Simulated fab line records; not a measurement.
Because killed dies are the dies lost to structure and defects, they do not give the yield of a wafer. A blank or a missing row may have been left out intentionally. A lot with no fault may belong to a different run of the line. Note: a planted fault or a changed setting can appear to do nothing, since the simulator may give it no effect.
fab line records | flow n5_finfet
record lots=6 | wafers=18 | last_day=16
route steps=1938 shown MIM_TOP_LITHO@1846 MIM_TOP_ETCH@1851 MIM_BOT_LITHO@1854
lots that met no fault: from a run of the same line without faults
start_h: hours from the record's first day to the start of the lot's first wafer shown | wait_h: time in hours since the lot's previous step | " the same as in the row above | L1.1+2: several wafers, shown together as one row | - no value, or no start was given | * or withheld: withheld | < > ~ a bound
route shown NAME@n: NAME is a module with steps in the file, n the number in the route of the first one | usual: mean and standard deviation over wafers with no fault | same: alike in all rows | chamber/n: place in a boat | sites: readings site by site | _std_site: how widely they spread, as a standard deviation | _edge_site: outer sites' mean less inner sites' | radius_mm: how far each site lies from the wafer's centre | mask NAME#n: copy n | behind: tool/chamber where the wafer was last shaped | hold: reason for holding the lot/hours on hold/outcome of the hold | device: which transistor (n, p or np) failed to switch | end of line: the same wafers' tests at the end of the route | a step without rows: its recipe alone | killed: at the first sort, the dies lost to defects and structure; wafer yield is something else | map: a wafer's dies, x killed, . not, _ none there
set.NAME: the setting that was run; set.NAME@STEP: the one run at that earlier step | model.NAME: the simulator's own value behind a step, which no gauge read
certain route steps with their lots: each step a table, each wafer a row
services: the hour from which a tool's chamber was out of use, counted from the record's first day as start_h (under 0 if before that day), plus the number of hours and why
## steps
# step N5_MIM_TOP_LITHO_HARDBAKE_09
# recipe temp_c=130 | time_s=120
# step N5_MIM_TOP_LITHO_CD_MEAS_08
# recipe target_cd_nm=2000 | landing_energy_ev=500 | detector=se_inlens
# usual cd_nm=2000.3/2.1
lot.wafer | tool      | chamber | start_h | wait_h | cd_nm
L590.1    | cd_sem-03 | 0       | 260.87  | -      | 2001.5
L590.5    | "         | 0       | "       | "      | 2003.9
L590.6    | "         | 0       | "       | "      | 2001.0
L592.1    | cd_sem-03 | 0       | 261.11  | -      | 2003.5
L592.3    | "         | 0       | "       | "      | 2004.0
L592.6    | "         | 0       | "       | "      | 2003.2
L599.3    | cd_sem-01 | 0       | 317.19  | -      | 1996.5
L599.5    | "         | 0       | "       | "      | 1998.1
L599.6    | "         | 0       | "       | "      | 1998.8
L601.2    | cd_sem-01 | 0       | 337.70  | -      | 1998.5
L601.5    | "         | 0       | "       | "      | 1999.3
L601.6    | "         | 0       | "       | "      | 1999.1
L604.1    | cd_sem-03 | 0       | 349.96  | -      | 2001.7
L604.2    | "         | 0       | "       | "      | 1997.8
L604.3    | "         | 0       | "       | "      | 1997.1
L609.3    | cd_sem-02 | 0       | 368.65  | -      | 2001.7
L609.4    | "         | 0       | "       | "      | 2002.6
L609.5    | "         | 0       | "       | "      | 2003.9
# step N5_MIM_TOP_LITHO_OVL_MEAS_11
# recipe points_per_wafer=44
# usual MIM_TOP_OVL=1/4.7
lot.wafer | tool       | chamber | start_h | wait_h | MIM_TOP_OVL[nm]
L590.1    | overlay-01 | 0       | 260.90  | 0.0    | -6
L590.5    | "          | 0       | "       | "      | 4
L590.6    | "          | 0       | "       | "      | 2
L592.1    | overlay-02 | 0       | 261.14  | 0.0    | 2
L592.3    | "          | 0       | "       | "      | 9
L592.6    | "          | 0       | "       | "      | -4
L599.3    | overlay-02 | 0       | 317.22  | 0.0    | 10
L599.5    | "          | 0       | "       | "      | 9
L599.6    | "          | 0       | "       | "      | 11
L601.2    | overlay-01 | 0       | 337.73  | 0.0    | 6
L601.5    | "          | 0       | "       | "      | 7
L601.6    | "          | 0       | "       | "      | 6
L604.1    | overlay-02 | 0       | 349.99  | 0.0    | 2
L604.2    | "          | 0       | "       | "      | 3
L604.3    | "          | 0       | "       | "      | -3
L609.3    | overlay-02 | 0       | 368.68  | 0.0    | -6
L609.4    | "          | 0       | "       | "      | -1
L609.5    | "          | 0       | "       | "      | -1
# step N5_MIM_TOP_LITHO_INSPECT_12
# recipe mode=adi | inspect_instrument=macro
# usual raw_defect_count=2.2/1.5
lot.wafer | tool              | chamber | start_h | wait_h | raw_defect_count
L590.1    | defect_inspect-01 | -       | 260.93  | 0.0    | 0
L590.5    | "                 | -       | "       | "      | 3
L590.6    | "                 | -       | "       | "      | 3
L592.1    | defect_inspect-01 | -       | 261.17  | 0.0    | 0
L592.3    | "                 | -       | "       | "      | 0
L592.6    | "                 | -       | "       | "      | 1
L599.3    | defect_inspect-01 | -       | 317.24  | 0.0    | 1
L599.5    | "                 | -       | "       | "      | 1
L599.6    | "                 | -       | "       | "      | 2
L601.2    | defect_inspect-01 | -       | 337.76  | 0.0    | 5
L601.5    | "                 | -       | "       | "      | 2
L601.6    | "                 | -       | "       | "      | 2
L604.1    | defect_inspect-01 | -       | 350.01  | 0.0    | 1
L604.2    | "                 | -       | "       | "      | 2
L604.3    | "                 | -       | "       | "      | 5
L609.3    | defect_inspect-01 | -       | 368.70  | 0.0    | 3
L609.4    | "                 | -       | "       | "      | 5
L609.5    | "                 | -       | "       | "      | 2
# step N5_MIM_TOP_LITHO_DESCUM_10
# recipe chemistry=O2 | time_s=7.9 | source_power_w=50 | bias_power_w=20 | pressure_mtorr=20 | rf_frequency_hz=2.712e+07 | temp_c=40 | o2_flow_sccm=225
# usual drypump_motor_current_A=5.6/0.49 | oes_product_au=0.79/0.056 | rf_fwd_power_W=49.67/0.18 | rf_vpp_V=243.2/1.4 | showerhead_plenum_p_Torr=2.10/0.082 | throttle_valve_pct=20.39/0.18
lot.wafer | tool        | chamber | start_h | wait_h | drypump_motor_current_A | oes_product_au | rf_fwd_power_W | rf_hours_counter_h | rf_vpp_V | showerhead_plenum_p_Torr | throttle_valve_pct
L590.1    | rie_diel-02 | 2       | 261.31  | 0.4    | 5.8                     | 0.78           | 49.78          | 109                | 244.5    | 2.22                     | 20.49
L590.5    | "           | 3       | "       | "      | 4.8                     | 0.81           | 49.44          | -                  | 242.1    | 2.02                     | 20.55
L590.6    | "           | 0       | "       | "      | 5.8                     | 0.81           | 49.71          | -                  | 241.8    | 2.11                     | 20.06
L592.1    | rie_diel-02 | 0       | 261.44  | 0.3    | 5.8                     | 0.81           | 49.56          | 74                 | 243.7    | 2.11                     | 20.03
L592.3    | "           | 3       | "       | "      | 4.7                     | 0.79           | 49.64          | 104                | 242.7    | 2.02                     | 20.54
L592.6    | "           | 2       | "       | "      | 5.8                     | 0.78           | 49.64          | -                  | 244.8    | 2.22                     | 20.48
L599.3    | rie_diel-02 | 1       | 317.38  | 0.1    | 5.6                     | 0.78           | 49.69          | 109                | 243.4    | 2.11                     | 20.27
L599.5    | "           | 0       | "       | "      | 5.8                     | 0.78           | 49.64          | -                  | 243.7    | 2.10                     | 20.11
L599.6    | "           | 3       | "       | "      | 4.7                     | 0.77           | 49.82          | -                  | 242.2    | 2.01                     | 20.57
L601.2    | rie_diel-02 | 1       | 338.01  | 0.3    | 5.6                     | 0.77           | 49.62          | 120                | 243.1    | 2.11                     | 20.30
L601.5    | "           | 0       | "       | "      | 5.8                     | 0.76           | 49.81          | -                  | 244.1    | 2.09                     | 20.11
L601.6    | "           | 1       | "       | "      | 5.6                     | 0.77           | 49.57          | -                  | 242.4    | 2.10                     | 20.29
L604.1    | rie_diel-01 | 0       | 350.05  | 0.0    | 6.1                     | 0.89           | 49.41          | 27                 | 245.2    | 2.22                     | 20.29
L604.2    | "           | 3       | "       | "      | 5.7                     | 0.76           | 50.00          | 104                | 240.2    | 2.02                     | 20.49
L604.3    | "           | 2       | "       | "      | 6.3                     | 0.84           | 49.47          | 62                 | 242.3    | 2.02                     | 20.22
L609.3    | rie_diel-02 | 3       | 368.74  | 0.0    | 4.7                     | 0.76           | 49.65          | 145                | 242.8    | 2.00                     | 20.60
L609.4    | "           | 2       | "       | "      | 5.7                     | 0.75           | 49.38          | 122                | 244.5    | 2.22                     | 20.53
L609.5    | "           | 2       | "       | "      | 5.7                     | 0.76           | 49.57          | -                  | 243.8    | 2.22                     | 20.51
# step N5_MIM_TOP_ETCH_ETCH_00
# recipe chemistry=Cl2/BCl3 | target=TiN | target_depth_a=385 | ion_energy_ev=150 | pressure_mtorr=10 | icp_w=1000 | bias_w=126 | Cl2_flow_sccm=53.25 | bcl3_flow_sccm=21.75 | Ar_flow_sccm=25
# usual drypump_motor_current_A=5.59/0.18 | mfc_cl2_sccm=53.26/0.15 | oes_product_au=0.80/0.11 | rf_fwd_power_W=996/3.2 | throttle_valve_pct=22.74/0.15
lot.wafer | tool         | chamber | start_h | wait_h | drypump_motor_current_A | mfc_cl2_sccm | oes_product_au | rf_fwd_power_W | rf_hours_counter_h | throttle_valve_pct
L590.1    | rie_metal-02 | 1       | 261.39  | 0.1    | 5.64                    | 53.48        | 0.61           | 1000           | 121                | 23.17
L590.5    | "            | 0       | "       | "      | 5.86                    | 53.32        | 0.84           | 997            | -                  | 22.91
L590.6    | "            | 1       | "       | "      | 5.64                    | 53.53        | 0.61           | 997            | -                  | 23.16
L592.1    | rie_metal-01 | 1       | 261.52  | 0.1    | 5.65                    | 53.08        | 0.70           | 993            | 79                 | 22.63
L592.3    | "            | 1       | "       | "      | 5.66                    | 53.28        | 0.69           | 989            | -                  | 22.64
L592.6    | "            | 1       | "       | "      | 5.68                    | 53.18        | 0.68           | 990            | -                  | 22.65
L599.3    | rie_metal-02 | 1       | 317.50  | 0.1    | 5.63                    | 53.29        | 0.95           | 993            | -                  | 22.57
L599.5    | "            | 0       | "       | "      | 5.87                    | 52.85        | 0.82           | 997            | -                  | 22.89
L599.6    | "            | 1       | "       | "      | 5.67                    | 53.34        | 0.95           | 996            | -                  | 22.57
L601.2    | rie_metal-03 | 1       | 338.13  | 0.1    | 5.59                    | 53.41        | 0.93           | 995            | 4                  | 22.85
L601.5    | "            | 0       | "       | "      | 5.54                    | 53.19        | 0.98           | 994            | -                  | 22.64
L601.6    | "            | 1       | "       | "      | 5.59                    | 53.18        | 0.94           | 991            | -                  | 22.83
L604.1    | rie_metal-02 | 0       | 350.13  | 0.1    | 5.85                    | 53.36        | 0.80           | 999            | 27                 | 22.90
L604.2    | "            | 1       | "       | "      | 5.62                    | 53.37        | 0.92           | 996            | 6                  | 22.56
L604.3    | "            | 1       | "       | "      | 5.65                    | 53.27        | 0.93           | 999            | -                  | 22.56
L609.3    | rie_metal-03 | 0       | 368.86  | 0.1    | 5.49                    | 53.13        | 0.95           | 1000           | -                  | 22.66
L609.4    | "            | 1       | "       | "      | 5.59                    | 53.25        | 0.91           | 998            | -                  | 22.87
L609.5    | "            | 1       | "       | "      | 5.60                    | 53.28        | 0.90           | 996            | -                  | 22.85
# step N5_MIM_TOP_ETCH_STRIP_01
# recipe chemistry=O2 | power_w=600 | temp_c=60 | pressure_mtorr=30 | rf_frequency_hz=6e+07 | bias_power_w=0 | overash_fraction=0.5 | o2_flow_sccm=225
# usual drypump_motor_current_A=5.6/0.53 | oes_product_au=0.83/0.089 | rf_vpp_V=3.5/1.4 | showerhead_plenum_p_Torr=2.12/0.078 | throttle_valve_pct=16.5/0.32
lot.wafer | tool        | chamber | start_h | wait_h | drypump_motor_current_A | oes_product_au | rf_hours_counter_h | rf_vpp_V | showerhead_plenum_p_Torr | throttle_valve_pct
L590.1    | rie_diel-05 | 0       | 261.53  | 0.1    | 5.6                     | 0.84           | 74                 | 4.9      | 2.12                     | 16.2
L590.5    | "           | 3       | "       | "      | 5.0                     | 0.92           | -                  | 3.6      | 2.03                     | 15.9
L590.6    | "           | 1       | "       | "      | 5.8                     | 0.96           | -                  | 4.8      | 2.24                     | 16.2
L592.1    | rie_diel-05 | 2       | 261.66  | 0.1    | 5.8                     | 1.03           | 0                  | 4.3      | 2.15                     | 16.0
L592.3    | "           | 3       | "       | "      | 5.0                     | 0.92           | 20                 | 4.5      | 2.03                     | 15.9
L592.6    | "           | 0       | "       | "      | 5.5                     | 0.85           | -                  | 3.9      | 2.12                     | 16.2
L599.3    | rie_diel-03 | 3       | 317.60  | 0.1    | 5.5                     | 0.89           | 40                 | 4.5      | 2.05                     | 16.6
L599.5    | "           | 2       | "       | "      | 6.6                     | 0.73           | -                  | 4.0      | 2.18                     | 16.7
L599.6    | "           | 1       | "       | "      | 4.9                     | 0.81           | -                  | 6.4      | 2.20                     | 16.9
L601.2    | rie_diel-04 | 0       | 338.27  | 0.1    | 5.1                     | 1.01           | 1                  | 3.5      | 2.24                     | 16.2
L601.5    | "           | 0       | "       | "      | 5.1                     | 1.00           | -                  | 5.4      | 2.24                     | 16.2
L601.6    | "           | 1       | "       | "      | 5.0                     | 0.68           | -                  | 2.6      | 1.99                     | 16.9
L604.1    | rie_diel-03 | 3       | 350.27  | 0.1    | 5.4                     | 0.87           | 51                 | 4.1      | 2.05                     | 16.7
L604.2    | "           | 1       | "       | "      | 4.9                     | 0.81           | 94                 | 2.8      | 2.20                     | 16.9
L604.3    | "           | 2       | "       | "      | 6.6                     | 0.70           | 204                | 2.1      | 2.18                     | 16.8
L609.3    | rie_diel-05 | 2       | 368.96  | 0.1    | 5.7                     | 0.90           | 28                 | 5.3      | 2.14                     | 16.1
L609.4    | "           | 1       | "       | "      | 5.8                     | 0.90           | -                  | 5.9      | 2.23                     | 16.3
L609.5    | "           | 2       | "       | "      | 5.7                     | 0.90           | -                  | 4.1      | 2.14                     | 16.1
# step N5_MIM_TOP_ETCH_PECVD_03
# recipe material=SiNx | target_thk_a=200 | temp_c=400 | precursor=SiH4/NH3/N2 | pressure_torr=1.5 | rf_w=300 | time_s=17.6
# usual heater_power_outer_w=429/62 | heater_power_w=722/99 | rf_fwd_power_W=297.4/1.2 | showerhead_plenum_p_Torr=5.16/0.074 | susceptor_temp_C=399.96/0.19 | throttle_valve_pct=41/3.2
lot.wafer | tool     | chamber | start_h | wait_h | heater_power_outer_w | heater_power_w | rf_fwd_power_W | showerhead_plenum_p_Torr | susceptor_temp_C | throttle_valve_pct
L590.1    | pecvd-02 | 0       | 261.60  | -      | 477                  | 859            | 296.4          | 5.13                     | 400.27           | 40
L590.5    | "        | 0       | "       | "      | 494                  | 863            | 297.4          | 5.13                     | 400.16           | 40
L590.6    | "        | 2       | "       | "      | 507                  | 817            | 295.5          | 5.04                     | 399.85           | 39
L592.1    | pecvd-03 | 2       | 261.73  | -      | 521                  | 878            | 297.7          | 5.11                     | 400.03           | 39
L592.3    | "        | 1       | "       | "      | 356                  | 605            | 297.1          | 5.20                     | 400.01           | 37
L592.6    | "        | 1       | "       | "      | 351                  | 621            | 298.4          | 5.19                     | 400.15           | 37
L599.3    | pecvd-01 | 0       | 317.67  | -      | 398                  | 633            | 299.2          | 5.33                     | 399.78           | 46
L599.5    | "        | 0       | "       | "      | 402                  | 644            | 298.2          | 5.31                     | 400.34           | 46
L599.6    | "        | 2       | "       | "      | 476                  | 724            | 299.6          | 5.18                     | 400.02           | 42
L601.2    | pecvd-02 | 1       | 338.33  | -      | 449                  | 774            | 298.6          | 5.14                     | 399.90           | 40
L601.5    | "        | 1       | "       | "      | 438                  | 749            | 298.9          | 5.13                     | 399.85           | 40
L601.6    | "        | 2       | "       | "      | 507                  | 851            | 296.0          | 5.03                     | 399.64           | 39
L604.1    | pecvd-03 | 0       | 350.34  | -      | 405                  | 663            | 297.4          | 5.12                     | 399.59           | 45
L604.2    | "        | 1       | "       | "      | 314                  | 567            | 298.4          | 5.19                     | 400.15           | 37
L604.3    | "        | 1       | "       | "      | 325                  | 573            | 298.3          | 5.20                     | 399.84           | 37
L609.3    | pecvd-02 | 2       | 369.03  | -      | 538                  | 883            | 293.8          | 5.04                     | 399.84           | 39
L609.4    | "        | 2       | "       | "      | 531                  | 877            | 293.2          | 5.04                     | 400.06           | 39
L609.5    | "        | 0       | "       | "      | 515                  | 894            | 297.6          | 5.12                     | 400.10           | 40
# step N5_MIM_BOT_LITHO_HMDS_01
# recipe time_s=60 | temp_c=120
# step N5_MIM_BOT_LITHO_COAT_02
# recipe spin_rpm=* | resist_thk_nm=*
# step N5_MIM_BOT_LITHO_EBR_04
# recipe solvent=PGMEA | ebr_width_mm=1.5
# step N5_MIM_BOT_LITHO_SOFTBAKE_03
# recipe temp_c=100 | time_s=90
# step N5_MIM_BOT_LITHO_EXPOSE_05
# recipe mask_id=MIM_BOT | na=0.55 | source_shape=conventional | sigma_outer=0.8 | polarization=unpolarized | dose_mj=24.25
# usual exposure_dose_mJ_cm2=24.255/0.025
lot.wafer | tool           | chamber | start_h | wait_h | mask      | exposure_dose_mJ_cm2
L590.1    | krf_scanner-02 | 0       | 261.90  | -      | MIM_BOT#0 | 24.236
L590.5    | "              | 0       | "       | "      | MIM_BOT#0 | 24.269
L590.6    | "              | 0       | "       | "      | MIM_BOT#0 | 24.256
L592.1    | krf_scanner-02 | 0       | 261.94  | -      | MIM_BOT#0 | 24.264
L592.3    | "              | 0       | "       | "      | MIM_BOT#0 | 24.219
L592.6    | "              | 0       | "       | "      | MIM_BOT#0 | 24.237
L599.3    | krf_scanner-02 | 0       | 317.86  | -      | MIM_BOT#0 | 23.445
L599.5    | "              | 0       | "       | "      | MIM_BOT#0 | 23.438
L599.6    | "              | 0       | "       | "      | MIM_BOT#0 | 23.446
L601.2    | krf_scanner-02 | 0       | 338.64  | -      | MIM_BOT#0 | 23.500
L601.5    | "              | 0       | "       | "      | MIM_BOT#0 | 23.461
L601.6    | "              | 0       | "       | "      | MIM_BOT#0 | 23.454
L604.1    | krf_scanner-01 | 0       | 350.67  | -      | MIM_BOT#0 | 24.240
L604.2    | "              | 0       | "       | "      | MIM_BOT#0 | 24.258
L604.3    | "              | 0       | "       | "      | MIM_BOT#0 | 24.269
L609.3    | krf_scanner-01 | 0       | 369.34  | -      | MIM_BOT#0 | 24.225
L609.4    | "              | 0       | "       | "      | MIM_BOT#0 | 24.262
L609.5    | "              | 0       | "       | "      | MIM_BOT#0 | 24.227
# step N5_MIM_BOT_LITHO_PEB_06
# recipe peb_temp_c=withheld | peb_time_s=*
# step N5_MIM_BOT_LITHO_DEVELOP_07
# recipe develop_time_s=60 | rinse_liquid=diw | dry=air_spin | dev_temp_c=21
# step N5_MIM_BOT_LITHO_HARDBAKE_09
# recipe temp_c=130 | time_s=120
# step N5_MIM_BOT_LITHO_CD_MEAS_08
# recipe target_cd_nm=3000 | landing_energy_ev=500 | detector=se_inlens | polarity=opening
# usual cd_nm=3001.3/2.1
lot.wafer | tool      | chamber | start_h | wait_h | cd_nm
L590.1    | cd_sem-01 | 0       | 262.08  | -      | 3002.5
L590.5    | "         | 0       | "       | "      | 3000.8
L590.6    | "         | 0       | "       | "      | 3003.3
L592.1    | cd_sem-03 | 0       | 262.11  | -      | 3000.9
L592.3    | "         | 0       | "       | "      | 3001.3
L592.6    | "         | 0       | "       | "      | 3001.8
L599.3    | cd_sem-03 | 0       | 318.03  | -      | 2997.0
L599.5    | "         | 0       | "       | "      | 2997.6
L599.6    | "         | 0       | "       | "      | 2996.5
L601.2    | cd_sem-03 | 0       | 338.81  | -      | 2995.5
L601.5    | "         | 0       | "       | "      | 2993.0
L601.6    | "         | 0       | "       | "      | 2994.2
L604.1    | cd_sem-02 | 0       | 350.84  | -      | 3001.5
L604.2    | "         | 0       | "       | "      | 3001.8
L604.3    | "         | 0       | "       | "      | 3001.7
L609.3    | cd_sem-01 | 0       | 369.51  | -      | 2996.6
L609.4    | "         | 0       | "       | "      | 3002.8
L609.5    | "         | 0       | "       | "      | 3002.1
# step N5_MIM_BOT_LITHO_OVL_MEAS_11
# recipe points_per_wafer=44
# usual MIM_BOT_OVL=4/5.2
lot.wafer | tool       | chamber | start_h | wait_h | MIM_BOT_OVL[nm]
L590.1    | overlay-01 | 0       | 262.11  | 0.0    | -3
L590.5    | "          | 0       | "       | "      | 6
L590.6    | "          | 0       | "       | "      | 2
L592.1    | overlay-02 | 0       | 262.14  | 0.0    | -4
L592.3    | "          | 0       | "       | "      | -5
L592.6    | "          | 0       | "       | "      | -2
L599.3    | overlay-02 | 0       | 318.05  | 0.0    | 8
L599.5    | "          | 0       | "       | "      | 6
L599.6    | "          | 0       | "       | "      | 6
L601.2    | overlay-01 | 0       | 338.84  | 0.0    | 9
L601.5    | "          | 0       | "       | "      | 11
L601.6    | "          | 0       | "       | "      | 12
L604.1    | overlay-02 | 0       | 350.87  | 0.0    | 11
L604.2    | "          | 0       | "       | "      | 14
L604.3    | "          | 0       | "       | "      | 12
L609.3    | overlay-02 | 0       | 369.54  | 0.0    | 6
L609.4    | "          | 0       | "       | "      | 7
L609.5    | "          | 0       | "       | "      | 4
## services
tool           | chamber | start_h | hours | kind
krf_scanner-02 | -       | 238.69  | 3.1   | repair
rie_diel-05    | 2       | 243.42  | -     | clean
pecvd-01       | -       | 252.22  | 2.3   | repair
rie_diel-02    | 1       | 259.35  | 18.6  | repair
krf_scanner-01 | -       | 265.57  | 1.3   | pm
krf_scanner-02 | -       | 268.86  | 4.0   | pm
krf_scanner-02 | -       | 272.88  | 1.3   | pm
pecvd-02       | -       | 278.99  | 1.1   | repair
krf_scanner-01 | -       | 284.16  | 4.0   | pm
krf_scanner-02 | -       | 299.12  | 0.5   | repair
krf_scanner-01 | -       | 299.81  | 1.0   | pm
krf_scanner-02 | -       | 300.81  | 1.0   | pm
krf_scanner-01 | -       | 317.18  | 1.1   | repair
krf_scanner-02 | 0       | 327.10  | -     | calibration
rie_diel-02    | 3       | 329.31  | 13.5  | repair
krf_scanner-01 | -       | 333.29  | 1.8   | repair
krf_scanner-02 | -       | 337.29  | 0.8   | pm
rie_diel-03    | 1       | 342.20  | 1.8   | repair
krf_scanner-01 | -       | 345.92  | 0.5   | repair
pecvd-03       | 2       | 346.52  | 7.2   | repair
rie_diel-04    | 1       | 359.38  | 18.2  | repair
krf_scanner-01 | -       | 364.40  | 4.4   | pm
rie_diel-05    | 3       | 367.83  | 2.5   | repair
rie_diel-01    | 1       | 368.16  | 6.0   | repair
## key
first_sign step=N5_MIM_BOT_LITHO_EXPOSE_05 | reading=exposure_dose_mJ_cm2 | direction=down | sigmas=33 | usual=24.255 | struck=23.457
effect step=N5_MIM_BOT_LITHO_CD_MEAS_08 | reading=cd_nm | direction=down | sigmas=2.8 | usual=3001.3 | struck=2995.6
met_at N5_MIM_BOT_LITHO_EXPOSE_05
struck_wafers L599.3,L599.5,L599.6,L601.2,L601.5,L601.6
onset_between 261.94 317.86
fault kind=process_parameter_drift | tool=krf_scanner-02 | chamber=- | onset_h=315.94 | steps=N5_MIM_BOT_LITHO_EXPOSE_05 | channel=dose_mj | offset=-0.79721 | shape=step | acts_in=these_recipes_only | stated=24.25
